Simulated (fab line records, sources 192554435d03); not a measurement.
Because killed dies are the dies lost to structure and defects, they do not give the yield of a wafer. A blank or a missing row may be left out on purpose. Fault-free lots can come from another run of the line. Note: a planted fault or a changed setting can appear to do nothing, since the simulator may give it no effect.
fab line records | flow n5_finfet
record lots=9 | wafers=27 | last_day=17
route steps=1938 shown BEOL_M4@1040 PASSIVATION@1936
lots untouched by any fault: they come from a run of this same line in which no faults occurred
start_h: hours from the record's first day to the start of the lot's first wafer shown | wait_h: how many hours have passed since the lot's step before this one | " as in the row above | L1.1+2: several wafers, shown together as one row | - value missing, or start not given | * or withheld: withheld | < > ~ a bound
route shown NAME@n: NAME is a module with steps in the file, n the number in the route of the first one | usual: mean/standard deviation taken from wafers without a fault | same: alike in all rows | chamber/n: place in a boat | sites: per-site readings | _std_site: their standard deviation | _edge_site: outer sites' mean less inner sites' | radius_mm: for every site, how far away it sits from the centre of the wafer | mask NAME#n: copy n | behind: the most recent tool/chamber to have shaped the wafer | hold: the reason the lot was held/the length of the hold in hours/how it ended | device: the transistor (n, p or np) that didn't switch | end of line: at the end of the route, the tests of the same wafers | where a step has no rows: the recipe by itself | killed: dies that structure and defects cost at the first sort, which is not the same as the wafer's yield | map: shows each die of a wafer: x if killed, . if not, _ if none is there
set.NAME: the setting that was run; set.NAME@STEP: the one run at that earlier step | model.NAME: the simulator's own value behind a step, which no gauge read
steps of the route over a sample of lots; a table a step, a row a wafer
services: when a tool's chamber went out of use (start_h, in hours from the record's first day, below 0 if earlier), for how many hours, and the reason
## steps
# step N5_BEOL_M4_ETCH_64
# recipe chemistry=N2/H2 | target=SOC | target_depth_a=750 | overetch_a=225 | mask_material=SiARC | temp_c=40 | time_s=121.9 | ion_energy_ev=200 | pressure_mtorr=30 | source_w=840 | bias_w=150 | n2_flow_sccm=200 | h2_flow_sccm=200
# usual drypump_motor_current_A=5.9/0.62 | oes_product_au=0.59/0.061 | rf_vpp_V=523.4/2.7 | showerhead_plenum_p_Torr=2.53/0.093 | throttle_valve_pct=17.86/0.21
lot.wafer | tool        | chamber | start_h | wait_h | drypump_motor_current_A | oes_product_au | rf_hours_counter_h | rf_vpp_V | showerhead_plenum_p_Torr | throttle_valve_pct
L958.2    | rie_diel-05 | 2       | 177.24  | 0.0    | 5.6                     | 0.59           | 136                | 523.7    | 2.53                     | 17.69
L958.5    | "           | 0       | "       | "      | 5.3                     | 0.52           | -                  | 527.3    | 2.63                     | 17.99
L958.6    | "           | 1       | "       | "      | 6.0                     | 0.63           | -                  | 521.8    | 2.49                     | 17.98
L961.1    | rie_diel-06 | 2       | 180.46  | 0.0    | 5.3                     | 0.63           | 66                 | 521.9    | 2.48                     | 17.56
L961.3    | "           | 0       | "       | "      | 6.4                     | 0.56           | 161                | 521.1    | 2.44                     | 17.96
L961.6    | "           | 3       | "       | "      | 4.8                     | 0.58           | -                  | 520.8    | 2.46                     | 17.85
L964.3    | rie_diel-05 | 0       | 191.24  | 0.0    | 5.3                     | 0.52           | 229                | 526.7    | 2.63                     | 17.99
L964.4    | "           | 1       | "       | "      | 6.0                     | 0.62           | 71                 | 520.5    | 2.49                     | 17.99
L964.5    | "           | 3       | "       | "      | 6.7                     | 0.55           | -                  | 521.8    | 2.41                     | 18.03
L969.3    | rie_diel-05 | 3       | 251.10  | 0.0    | 6.8                     | 0.53           | 233                | 519.7    | 2.40                     | 18.09
L969.4    | "           | 0       | "       | "      | 5.3                     | 0.51           | -                  | 526.5    | 2.62                     | 18.02
L969.5    | "           | 3       | "       | "      | 6.7                     | 0.53           | -                  | 520.9    | 2.40                     | 18.09
L974.1    | rie_diel-05 | 3       | 253.78  | 0.0    | 6.7                     | 0.53           | 234                | 519.1    | 2.40                     | 18.09
L974.2    | "           | 0       | "       | "      | 5.3                     | 0.51           | 254                | 526.2    | 2.62                     | 18.03
L974.3    | "           | 1       | "       | "      | 6.0                     | 0.60           | 96                 | 522.8    | 2.47                     | 18.03
L975.2    | rie_diel-06 | 2       | 256.97  | 0.0    | 5.3                     | 0.62           | 91                 | 521.4    | 2.47                     | 17.61
L975.4    | "           | 0       | "       | "      | 6.4                     | 0.54           | 186                | 518.4    | 2.43                     | 17.99
L975.6    | "           | 3       | "       | "      | 4.8                     | 0.57           | -                  | 519.4    | 2.44                     | 17.89
L976.2    | rie_diel-05 | 3       | 262.68  | 0.0    | 6.7                     | 0.54           | 239                | 519.8    | 2.40                     | 18.08
L976.4    | "           | 0       | "       | "      | 5.3                     | 0.50           | -                  | 525.8    | 2.62                     | 18.03
L976.5    | "           | 1       | "       | "      | 5.9                     | 0.59           | -                  | 521.4    | 2.47                     | 18.05
L977.2    | rie_diel-01 | 1       | 285.93  | 0.0    | 5.3                     | 0.54           | 212                | 523.4    | 2.51                     | 18.10
L977.3    | "           | 0       | "       | "      | 6.2                     | 0.67           | 44                 | 528.8    | 2.71                     | 17.60
L977.4    | "           | 2       | "       | "      | 6.7                     | 0.55           | 211                | 522.6    | 2.53                     | 17.84
L979.4    | rie_diel-01 | 0       | 287.61  | 0.0    | 6.2                     | 0.67           | 45                 | 526.3    | 2.71                     | 17.59
L979.5    | "           | 2       | "       | "      | 6.7                     | 0.56           | -                  | 523.0    | 2.52                     | 17.84
L979.6    | "           | 3       | "       | "      | 5.9                     | 0.69           | -                  | 525.9    | 2.59                     | 17.41
# step N5_BEOL_M4_STRIP_19
# recipe chemistry=O2 | power_w=400 | temp_c=40 | pressure_mtorr=30 | rf_frequency_hz=6e+07 | bias_power_w=0 | overash_fraction=0.2 | o2_flow_sccm=225
# usual drypump_motor_current_A=5.8/0.64 | oes_product_au=0.78/0.09 | rf_vpp_V=3.6/0.5 | showerhead_plenum_p_Torr=2.08/0.075 | throttle_valve_pct=16.64/0.28
lot.wafer | tool        | chamber | start_h | wait_h | drypump_motor_current_A | oes_product_au | rf_hours_counter_h | rf_vpp_V | showerhead_plenum_p_Torr | throttle_valve_pct
L958.2    | rie_diel-06 | 3       | 177.53  | 0.1    | 4.8                     | 0.76           | 132                | 2.9      | 2.01                     | 16.55
L958.5    | "           | 3       | "       | "      | 4.8                     | 0.76           | -                  | 3.4      | 2.01                     | 16.56
L958.6    | "           | 2       | "       | "      | 5.3                     | 0.83           | -                  | 3.3      | 2.03                     | 16.29
L961.1    | rie_diel-06 | 0       | 180.87  | 0.2    | 6.4                     | 0.73           | 161                | 4.1      | 2.02                     | 16.90
L961.3    | "           | 2       | "       | "      | 5.3                     | 0.84           | 66                 | 3.9      | 2.03                     | 16.29
L961.6    | "           | 0       | "       | "      | 6.4                     | 0.73           | -                  | 4.7      | 2.02                     | 16.92
L964.3    | rie_diel-01 | 0       | 191.52  | 0.1    | 6.2                     | 0.99           | 6                  | 3.6      | 2.23                     | 16.15
L964.4    | "           | 1       | "       | "      | 5.2                     | 0.73           | -                  | 4.7      | 2.07                     | 16.91
L964.5    | "           | 0       | "       | "      | 6.2                     | 0.98           | -                  | 4.1      | 2.23                     | 16.16
L969.3    | rie_diel-01 | 2       | 251.61  | 0.2    | 6.7                     | 0.74           | 198                | 3.7      | 2.10                     | 16.77
L969.4    | "           | 3       | "       | "      | 5.9                     | 0.96           | 9                  | 3.0      | 2.13                     | 16.26
L969.5    | "           | 2       | "       | "      | 6.7                     | 0.74           | -                  | 3.9      | 2.10                     | 16.76
L974.1    | rie_diel-01 | 3       | 254.07  | 0.1    | 5.9                     | 0.95           | 10                 | 3.5      | 2.13                     | 16.27
L974.2    | "           | 0       | "       | "      | 6.2                     | 0.90           | 32                 | 3.8      | 2.22                     | 16.21
L974.3    | "           | 1       | "       | "      | 5.3                     | 0.70           | 202                | 3.0      | 2.07                     | 16.94
L975.2    | rie_diel-05 | 0       | 257.25  | 0.1    | 5.3                     | 0.66           | 255                | 3.6      | 2.16                     | 16.88
L975.4    | "           | 0       | "       | "      | 5.3                     | 0.65           | -                  | 4.4      | 2.16                     | 16.89
L975.6    | "           | 3       | "       | "      | 6.7                     | 0.71           | -                  | 3.0      | 1.97                     | 16.88
L976.2    | rie_diel-05 | 1       | 262.97  | 0.1    | 6.0                     | 0.80           | 101                | 3.8      | 2.04                     | 16.83
L976.4    | "           | 1       | "       | "      | 6.0                     | 0.80           | -                  | 3.5      | 2.04                     | 16.84
L976.5    | "           | 3       | "       | "      | 6.7                     | 0.70           | -                  | 3.5      | 1.97                     | 16.88
L977.2    | rie_diel-06 | 1       | 286.49  | 0.4    | 5.8                     | 0.89           | 28                 | 3.8      | 2.15                     | 16.42
L977.3    | "           | 3       | "       | "      | 4.8                     | 0.72           | 177                | 4.1      | 2.00                     | 16.64
L977.4    | "           | 2       | "       | "      | 5.3                     | 0.80           | 102                | 4.0      | 2.01                     | 16.35
L979.4    | rie_diel-01 | 1       | 287.99  | 0.2    | 5.2                     | 0.70           | 213                | 3.0      | 2.06                     | 16.96
L979.5    | "           | 2       | "       | "      | 6.7                     | 0.73           | -                  | 3.9      | 2.10                     | 16.79
L979.6    | "           | 1       | "       | "      | 5.2                     | 0.69           | -                  | 3.8      | 2.06                     | 16.97
# step N5_BEOL_M4_ETCH_69
# recipe chemistry=CF4 | target=SiARC | target_depth_a=156 | mask_material=CAR-EUV | time_s=26 | ion_energy_ev=80 | pressure_mtorr=40 | source_w=545 | bias_w=36 | Ar_flow_sccm=100 | cf4_flow_sccm=100 | ends=cleared
# usual cf4_flow_sccm=99.99/0.29 | drypump_motor_current_A=5.8/0.58 | etch_rf_on_time_s=26.0/0.67 | oes_product_au=0.67/0.076 | rf_vpp_V=183.8/1.1 | showerhead_plenum_p_Torr=2.11/0.064 | throttle_valve_pct=15.59/0.23
lot.wafer | tool        | chamber | start_h | wait_h | cf4_flow_sccm | drypump_motor_current_A | etch_rf_on_time_s | oes_product_au | rf_hours_counter_h | rf_vpp_V | showerhead_plenum_p_Torr | throttle_valve_pct
L958.2    | rie_diel-05 | 1       | 178.11  | 0.0    | 99.86         | 5.9                     | 25.1              | 0.72           | 65                 | 182.2    | 2.08                     | 15.59
L958.5    | "           | 1       | "       | "      | 99.72         | 6.0                     | 25.0              | 0.73           | -                  | 183.1    | 2.08                     | 15.57
L958.6    | "           | 0       | "       | "      | 99.91         | 5.3                     | 27.1              | 0.57           | -                  | 186.8    | 2.20                     | 15.72
L961.1    | rie_diel-06 | 2       | 181.45  | 0.0    | 100.00        | 5.3                     | 26.4              | 0.71           | 67                 | 184.0    | 2.08                     | 15.25
L961.3    | "           | 3       | "       | "      | 100.21        | 4.8                     | 26.0              | 0.65           | 135                | 185.2    | 2.06                     | 15.47
L961.6    | "           | 2       | "       | "      | 100.02        | 5.3                     | 25.9              | 0.71           | -                  | 182.6    | 2.08                     | 15.27
L964.3    | rie_diel-06 | 3       | 192.21  | 0.0    | 99.50         | 4.8                     | 25.4              | 0.66           | 140                | 182.2    | 2.05                     | 15.49
L964.4    | "           | 1       | "       | "      | 100.02        | 5.8                     | 26.9              | 0.82           | 0                  | 184.9    | 2.18                     | 15.22
L964.5    | "           | 2       | "       | "      | 99.80         | 5.3                     | 26.4              | 0.71           | -                  | 183.1    | 2.08                     | 15.27
L969.3    | rie_diel-06 | 0       | 252.39  | 0.0    | 99.77         | 6.4                     | 26.2              | 0.61           | 185                | 183.1    | 2.05                     | 15.85
L969.4    | "           | 1       | "       | "      | 99.77         | 5.8                     | 26.9              | 0.77           | 15                 | 185.1    | 2.18                     | 15.22
L969.5    | "           | 2       | "       | "      | 70.55         | 5.3                     | 27.5              | 0.67           | -                  | 184.4    | 1.85                     | 14.04
L974.1    | rie_diel-06 | 2       | 254.63  | 0.0    | 70.07         | 5.3                     | 27.5              | 0.67           | 90                 | 183.0    | 1.85                     | 14.04
L974.2    | "           | 0       | "       | "      | 99.88         | 6.4                     | 26.3              | 0.61           | 185                | 182.1    | 2.05                     | 15.85
L974.3    | "           | 1       | "       | "      | 99.67         | 5.8                     | 26.7              | 0.77           | 15                 | 185.3    | 2.18                     | 15.23
L975.2    | rie_diel-06 | 1       | 257.82  | 0.0    | 99.89         | 5.8                     | 26.7              | 0.78           | 16                 | 184.3    | 2.17                     | 15.24
L975.4    | "           | 2       | "       | "      | 70.08         | 5.3                     | 27.4              | 0.67           | 91                 | 181.8    | 1.85                     | 14.03
L975.6    | "           | 1       | "       | "      | 99.75         | 5.8                     | 26.4              | 0.78           | -                  | 184.8    | 2.17                     | 15.22
L976.2    | rie_diel-05 | 3       | 263.66  | 0.0    | 99.41         | 6.7                     | 26.0              | 0.60           | 240                | 183.0    | 2.03                     | 15.88
L976.4    | "           | 3       | "       | "      | 99.90         | 6.7                     | 26.0              | 0.60           | -                  | 182.7    | 2.03                     | 15.86
L976.5    | "           | 1       | "       | "      | 99.92         | 6.0                     | 25.1              | 0.69           | -                  | 183.4    | 2.07                     | 15.68
L977.2    | rie_diel-05 | 1       | 288.70  | 0.0    | 100.13        | 6.0                     | 24.9              | 0.70           | 105                | 184.0    | 2.07                     | 15.70
L977.3    | "           | 2       | "       | "      | 99.80         | 5.6                     | 25.9              | 0.65           | 158                | 184.1    | 2.15                     | 15.64
L977.4    | "           | 3       | "       | "      | 99.77         | 6.7                     | 25.9              | 0.60           | 243                | 182.3    | 2.03                     | 15.90
L979.4    | rie_diel-05 | 3       | 289.06  | 0.0    | 100.34        | 6.7                     | 26.2              | 0.60           | 243                | 182.3    | 2.03                     | 15.89
L979.5    | "           | 0       | "       | "      | 99.55         | 5.3                     | 25.1              | 0.85           | -                  | 184.9    | 2.18                     | 15.26
L979.6    | "           | 3       | "       | "      | 100.00        | 6.7                     | 26.0              | 0.60           | -                  | 183.1    | 2.03                     | 15.86
# step N5_BEOL_M4_ALD_98
# recipe material=SiO2 | target_thk_a=25 | temp_c=100 | ald_precursor_family=BDEAS | ald_co_reactant=O2-plasma | pulse_time_s=1 | co_reactant_pulse_time_s=1 | purge_time_s=2 | co_reactant_purge_time_s=2 | ald_cycles=17 | pressure_torr=2
# usual heater_power_w=75/8.7 | precursor_pulse_height_rel=1.001/0.019
lot.wafer | tool       | chamber | start_h | wait_h | heater_power_w | precursor_pulse_height_rel
L958.2    | ald_sin-04 | 1       | 178.24  | 0.1    | 85             | 1.054
L958.5    | "          | 3       | "       | "      | 61             | 1.038
L958.6    | "          | 0       | "       | "      | 68             | 1.017
L961.1    | ald_sin-04 | 0       | 181.75  | 0.3    | 69             | 1.004
L961.3    | "          | 3       | "       | "      | 61             | 1.011
L961.6    | "          | 1       | "       | "      | 85             | 0.997
L964.3    | ald_sin-04 | 1       | 192.60  | 0.4    | 84             | 1.002
L964.4    | "          | 0       | "       | "      | 69             | 1.015
L964.5    | "          | 3       | "       | "      | 60             | 0.998
L969.3    | ald_sin-02 | 2       | 252.48  | 0.1    | 73             | 1.009
L969.4    | "          | 3       | "       | "      | 68             | 0.962
L969.5    | "          | 0       | "       | "      | 88             | 1.047
L974.1    | ald_sin-03 | 1       | 254.87  | 0.2    | 78             | 1.006
L974.2    | "          | 2       | "       | "      | 67             | 0.979
L974.3    | "          | 0       | "       | "      | 69             | 0.978
L975.2    | ald_sin-03 | 1       | 258.20  | 0.4    | 80             | 1.008
L975.4    | "          | 2       | "       | "      | 66             | 1.030
L975.6    | "          | 3       | "       | "      | 87             | 0.982
L976.2    | ald_sin-04 | 0       | 263.74  | 0.1    | 72             | 1.027
L976.4    | "          | 3       | "       | "      | 61             | 1.004
L976.5    | "          | 2       | "       | "      | 77             | 0.978
L977.2    | ald_sin-03 | 1       | 289.19  | 0.5    | 80             | 1.002
L977.3    | "          | 2       | "       | "      | 67             | 1.020
L977.4    | "          | 0       | "       | "      | 71             | 0.958
L979.4    | ald_sin-03 | 0       | 289.29  | 0.2    | 71             | 1.014
L979.5    | "          | 1       | "       | "      | 79             | 1.008
L979.6    | "          | 0       | "       | "      | 70             | 1.028
# step N5_BEOL_M4_RC_MEAS_101
# usual DIBL_N=36.5/2 | DIBL_P=36.5/2.3 | IOFF_N=0.16/0.036 | IOFF_P=0.21/0.037 | ION_N=672/12 | ION_P=459/7.1 | SS_N=71.6/0.73 | SS_P=73.4/0.76 | VT_N=250/3.3 | VT_P=-250.5/2.9
lot.wafer | tool      | chamber | start_h | wait_h | DIBL_N[mV/V] | DIBL_P[mV/V] | IOFF_N[nA/um] | IOFF_P[nA/um] | ION_N[uA/um] | ION_P[uA/um] | SS_N[mV/dec] | SS_P[mV/dec] | VT_N[mV] | VT_P[mV]
L958.2    | prober-02 | 0       | 182.99  | 0.2    | 31.8         | 34.0         | 0.12          | 0.17          | 671          | 462          | 71.2         | 72.4         | 252      | -250.3
L958.5    | "         | 0       | "       | "      | 33.0         | 34.7         | 0.13          | 0.17          | 659          | 450          | 70.6         | 72.4         | 254      | -253.8
L958.6    | "         | 0       | "       | "      | 34.4         | 37.4         | 0.16          | 0.20          | 675          | 461          | 70.9         | 73.5         | 250      | -249.8
L961.1    | prober-02 | 0       | 189.55  | 0.0    | 36.7         | 36.7         | 0.18          | 0.21          | 680          | 458          | 71.9         | 73.9         | 246      | -251.4
L961.3    | "         | 0       | "       | "      | 34.8         | 35.0         | 0.14          | 0.19          | 679          | 463          | 71.4         | 73.4         | 251      | -252.9
L961.6    | "         | 0       | "       | "      | 35.7         | 36.1         | 0.16          | 0.20          | 670          | 464          | 71.3         | 73.5         | 249      | -251.7
L964.3    | prober-02 | 0       | 201.96  | 0.3    | 37.3         | 35.9         | 0.20          | 0.24          | 665          | 450          | 71.8         | 73.2         | 244      | -250.3
L964.4    | "         | 0       | "       | "      | 36.1         | 35.1         | 0.18          | 0.24          | 679          | 467          | 71.3         | 73.1         | 249      | -250.9
L964.5    | "         | 0       | "       | "      | 35.4         | 33.9         | 0.17          | 0.21          | 689          | 470          | 71.3         | 73.8         | 246      | -248.8
L969.3    | prober-02 | 0       | 260.43  | 0.3    | 36.6         | 37.2         | 0.17          | 0.23          | 676          | 463          | 71.1         | 73.9         | 250      | -246.2
L969.4    | "         | 0       | "       | "      | 37.1         | 38.2         | 0.18          | 0.26          | 684          | 472          | 71.7         | 74.3         | 246      | -246.0
L969.5    | "         | 0       | "       | "      | 34.2         | 34.3         | 0.12          | 0.18          | 663          | 460          | 70.6         | 72.4         | 255      | -249.6
L974.1    | prober-02 | 0       | 262.70  | 0.0    | 37.0         | 35.9         | 0.15          | 0.20          | 671          | 459          | 72.1         | 73.0         | 251      | -251.3
L974.2    | "         | 0       | "       | "      | 37.3         | 34.9         | 0.14          | 0.19          | 645          | 444          | 71.8         | 72.9         | 253      | -251.0
L974.3    | "         | 0       | "       | "      | 39.1         | 38.0         | 0.19          | 0.25          | 681          | 464          | 71.4         | 73.8         | 249      | -246.2
L976.2    | prober-02 | 0       | 274.28  | 0.2    | 35.3         | 33.9         | 0.13          | 0.20          | 667          | 463          | 70.7         | 72.7         | 253      | -247.5
L976.4    | "         | 0       | "       | "      | 35.1         | 33.6         | 0.13          | 0.19          | 671          | 464          | 70.4         | 72.4         | 252      | -250.6
L976.5    | "         | 0       | "       | "      | 36.7         | 35.6         | 0.15          | 0.23          | 679          | 470          | 71.5         | 73.3         | 249      | -247.3
L975.2    | prober-01 | 0       | 280.33  | 0.2    | 36.3         | 34.2         | 0.15          | 0.18          | 670          | 454          | 71.7         | 73.4         | 251      | -254.5
L975.4    | "         | 0       | "       | "      | 36.5         | 35.2         | 0.15          | 0.19          | 683          | 465          | 71.3         | 73.0         | 248      | -249.9
L975.6    | "         | 0       | "       | "      | 36.8         | 35.0         | 0.15          | 0.19          | 663          | 453          | 72.0         | 73.7         | 254      | -252.3
L977.2    | prober-02 | 0       | 296.75  | 0.2    | 36.0         | 36.4         | 0.16          | 0.20          | 654          | 452          | 72.2         | 73.7         | 251      | -253.1
L977.3    | "         | 0       | "       | "      | 32.4         | 33.5         | 0.12          | 0.16          | 668          | 463          | 70.2         | 72.5         | 250      | -252.6
L977.4    | "         | 0       | "       | "      | 38.2         | 40.1         | 0.22          | 0.26          | 693          | 474          | 72.2         | 73.2         | 244      | -248.4
L979.4    | prober-01 | 0       | 297.56  | 0.5    | 39.5         | 41.0         | 0.23          | 0.29          | 697          | 475          | 71.6         | 74.7         | 243      | -246.4
L979.5    | "         | 0       | "       | "      | 36.8         | 37.8         | 0.18          | 0.24          | 688          | 464          | 71.4         | 73.5         | 246      | -246.8
L979.6    | "         | 0       | "       | "      | 34.2         | 34.2         | 0.12          | 0.17          | 664          | 459          | 71.0         | 72.8         | 254      | -250.7
# step N5_PASSIVATION_PROBE_49
# usual defect_limited_yield=91.4/1.4 | killed_at_M0_to_M3=33/11 | killed_at_M4_up=13/5.3 | killed_at_contacts=13/6.1 | killed_at_front_end=40/11 | killed_at_other=2.9/2.7 | killed_dies=102/17 | killed_open=68/13 | killed_short=32/7.5 | sort_bin_4_leakage=0.00/0.022 | sort_bin_5_function=5.1/0.98 | sort_bin_6_memory=3.2/0.69 | sort_bin_8_speed=0.1/1.1 | sort_n_pass=1077/21 | sort_yield_pct=91.3/1.7
# same gross_dies=1180 | killed_at_back_side=0
lot.wafer | tool      | chamber | start_h | wait_h | defect_limited_yield[%] | killed_at_M0_to_M3 | killed_at_M4_up | killed_at_contacts | killed_at_front_end | killed_at_other | killed_dies | killed_open | killed_short | sort_bin_4_leakage[%] | sort_bin_5_function[%] | sort_bin_6_memory[%] | sort_bin_8_speed[%] | sort_n_pass | sort_yield_pct[%]
L974.1    | prober-02 | -       | 383.31  | 0.0    | 92.0                    | 24                 | 19              | 17                 | 34                  | 0               | 94          | 63          | 31           | 0                     | 4.2                    | 3.3                  | 0                   | 1086        | 92.0
L974.2    | prober-02 | -       | 383.36  | 0.1    | 89.3                    | 65                 | 15              | 6                  | 40                  | 0               | 126         | 78          | 47           | 0                     | 6.9                    | 3.6                  | 0.3                 | 1051        | 89.1
L974.3    | prober-02 | -       | 383.41  | 0.1    | 92.1                    | 47                 | 9               | 9                  | 26                  | 2               | 93          | 55          | 37           | 0                     | 4.6                    | 3.1                  | 0                   | 1087        | 92.1
L976.2    | prober-02 | -       | 395.53  | 0.1    | 90.7                    | 21                 | 16              | 8                  | 60                  | 5               | 110         | 68          | 42           | 0                     | 4.8                    | 4.2                  | 0                   | 1070        | 90.7
L976.4    | prober-02 | -       | 395.63  | 0.2    | 90.3                    | 22                 | 11              | 23                 | 58                  | 1               | 115         | 70          | 42           | 0                     | 5.8                    | 3.4                  | 0                   | 1065        | 90.3
L976.5    | prober-02 | -       | 395.68  | 0.2    | 91.3                    | 20                 | 13              | 11                 | 56                  | 3               | 103         | 66          | 37           | 0                     | 5.5                    | 3.0                  | 0                   | 1077        | 91.3
L975.2    | prober-01 | -       | 399.63  | 0.1    | 90.3                    | 37                 | 18              | 23                 | 35                  | 1               | 114         | 77          | 32           | 0                     | 5.4                    | 3.7                  | 0                   | 1066        | 90.3
L975.4    | prober-01 | -       | 399.73  | 0.2    | 90.9                    | 32                 | 13              | 25                 | 36                  | 1               | 107         | 72          | 28           | 0                     | 5.5                    | 2.9                  | 0                   | 1073        | 90.9
L975.6    | prober-01 | -       | 399.83  | 0.3    | 90.3                    | 40                 | 19              | 27                 | 28                  | 1               | 115         | 89          | 25           | 0                     | 4.7                    | 4.8                  | 0                   | 1065        | 90.3
# killed by level:class
L974.1 MOL_CONTACT_COAG:geometric_particle:open=13 FIN_SAQP:geometric_particle:short=10 BEOL_M4:geometric_particle:open=9 BEOL_M2:geometric_particle:open=6 STARTING-WAFER:geometric_particle:open=6 FIN_SAQP:geometric_particle:open=4 STI_FIN_REVEAL:geometric_particle:open=4 MOL_CONTACT_COAG:geometric_particle:short=4
L974.2 BEOL_M1:geometric_particle:open=16 BEOL_M0_SAQP:geometric_particle:short=12 FIN_SAQP:geometric_particle:short=11 BEOL_M0_SAQP:geometric_particle:open=9 FIN_SAQP:geometric_particle:open=8 BEOL_M0:geometric_particle:open=7 DUMMY_GATE:geometric_particle:open=5 BEOL_M1:geometric_particle:short=5
L974.3 BEOL_M0_SAQP:geometric_particle:open=15 MOL_CONTACT_COAG:geometric_particle:open=9 BEOL_M0_SAQP:geometric_particle:short=8 FIN_SAQP:geometric_particle:short=6 BEOL_M1:geometric_particle:open=6 GATE_CUT:geometric_particle:short=5 BEOL_M3:geometric_particle:open=5 BEOL_M2:geometric_particle:open=4
L976.2 FIN_SAQP:geometric_particle:open=14 FIN_SAQP:geometric_particle:short=11 STI_FIN_REVEAL:geometric_particle:open=11 GATE_CUT:geometric_particle:short=9 BEOL_M4:geometric_particle:open=7 MOL_CONTACT_COAG:geometric_particle:open=5 BEOL_M0_SAQP:geometric_particle:open=5 BEOL_M0_SAQP:geometric_particle:short=4
L976.4 FIN_SAQP:geometric_particle:open=23 MOL_CONTACT_COAG:geometric_particle:open=17 FIN_SAQP:geometric_particle:short=12 BEOL_M0_SAQP:geometric_particle:short=7 STI_FIN_REVEAL:geometric_particle:open=5 BEOL_M0_SAQP:geometric_particle:open=5 MOL_CONTACT_COAG:geometric_particle:short=4 ILD0:geometric_particle:short=4
L976.5 STI_FIN_REVEAL:geometric_particle:open=14 FIN_SAQP:geometric_particle:short=14 FIN_SAQP:geometric_particle:open=10 MOL_CONTACT_COAG:geometric_particle:open=9 BEOL_M4:geometric_particle:open=9 GATE_CUT:geometric_particle:short=7 BEOL_M1:geometric_particle:open=6 BEOL_M0_SAQP:geometric_particle:short=5
L975.2 MOL_CONTACT_COAG:geometric_particle:open=19 FIN_SAQP:geometric_particle:short=9 BEOL_M3:geometric_particle:open=9 BEOL_M4:geometric_particle:open=9 FIN_SAQP:geometric_particle:open=7 BEOL_M0_SAQP:geometric_particle:short=7 BEOL_M1:geometric_particle:open=6 BEOL_M2:geometric_particle:open=6
L975.4 MOL_CONTACT_COAG:geometric_particle:open=19 BEOL_M3:geometric_particle:open=8 HKMG_FIN:area_etch=7 FIN_SAQP:geometric_particle:open=6 STI_FIN_REVEAL:geometric_particle:open=6 MOL_CONTACT_COAG:geometric_particle:short=6 BEOL_M0_SAQP:geometric_particle:open=6 BEOL_M0_SAQP:geometric_particle:short=6
L975.6 MOL_CONTACT_COAG:geometric_particle:open=25 FIN_SAQP:geometric_particle:open=10 BEOL_M1:geometric_particle:open=10 BEOL_M3:geometric_particle:open=8 BEOL_M2:geometric_particle:open=7 BEOL_M5:geometric_particle:open=7 BEOL_M0_SAQP:geometric_particle:open=6 BEOL_M0_SAQP:geometric_particle:short=5
## services
tool        | chamber | start_h | hours | kind
rie_diel-05 | 0       | 156.68  | 4.6   | repair
rie_diel-06 | 0       | 176.57  | 2.9   | repair
ald_sin-03  | -       | 177.13  | 14.0  | pm
ald_sin-04  | 2       | 177.27  | 15.7  | repair
rie_diel-01 | 3       | 183.44  | 7.2   | repair
ald_sin-02  | 3       | 197.71  | 27.5  | repair
rie_diel-06 | 1       | 199.25  | 14.5  | repair
rie_diel-06 | -       | 209.18  | 0.3   | repair
rie_diel-06 | -       | 210.01  | 4.8   | repair
ald_sin-02  | 0       | 210.11  | 3.2   | repair
rie_diel-06 | 1       | 216.20  | 8.8   | repair
rie_diel-06 | 2       | 216.94  | 4.0   | repair
rie_diel-06 | 0       | 227.20  | 14.4  | repair
ald_sin-04  | -       | 229.30  | 6.1   | pm
rie_diel-05 | -       | 236.83  | 0.2   | repair
ald_sin-03  | 1       | 238.18  | 10.3  | repair
ald_sin-02  | -       | 238.54  | 4.3   | repair
rie_diel-06 | 2       | 241.76  | 6.5   | repair
rie_diel-01 | 1       | 255.42  | 3.4   | repair
ald_sin-02  | -       | 268.25  | 14.0  | pm
rie_diel-01 | 2       | 270.68  | 4.7   | repair
rie_diel-05 | -       | 273.86  | 14.6  | pm
ald_sin-03  | -       | 274.95  | 0.9   | repair
ald_sin-04  | -       | 286.57  | 0.9   | repair
## key
first_sign step=N5_BEOL_M4_ETCH_69 | reading=cf4_flow_sccm | direction=down | sigmas=99+ | usual=99.99 | struck=70.23
effect step=N5_BEOL_M4_ETCH_69 | reading=throttle_valve_pct | direction=down | sigmas=6.9 | usual=* | struck=*
met_at N5_BEOL_M4_ETCH_69
struck_lots L969,L974,L975
struck_wafers L969.5,L974.1,L975.4
not_acting_at N5_BEOL_M4_ETCH_64,N5_BEOL_M4_STRIP_19,N5_BEOL_M4_ALD_98
onset_between 192.21 252.39
fault kind=process_parameter_drift | tool=rie_diel-06 | chamber=2 | onset_h=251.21 | steps=N5_BEOL_M4_ETCH_69 | channel=cf4_flow_sccm | offset=-30 | shape=step | end_h=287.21 | acts_in=these_recipes_only | stated=100
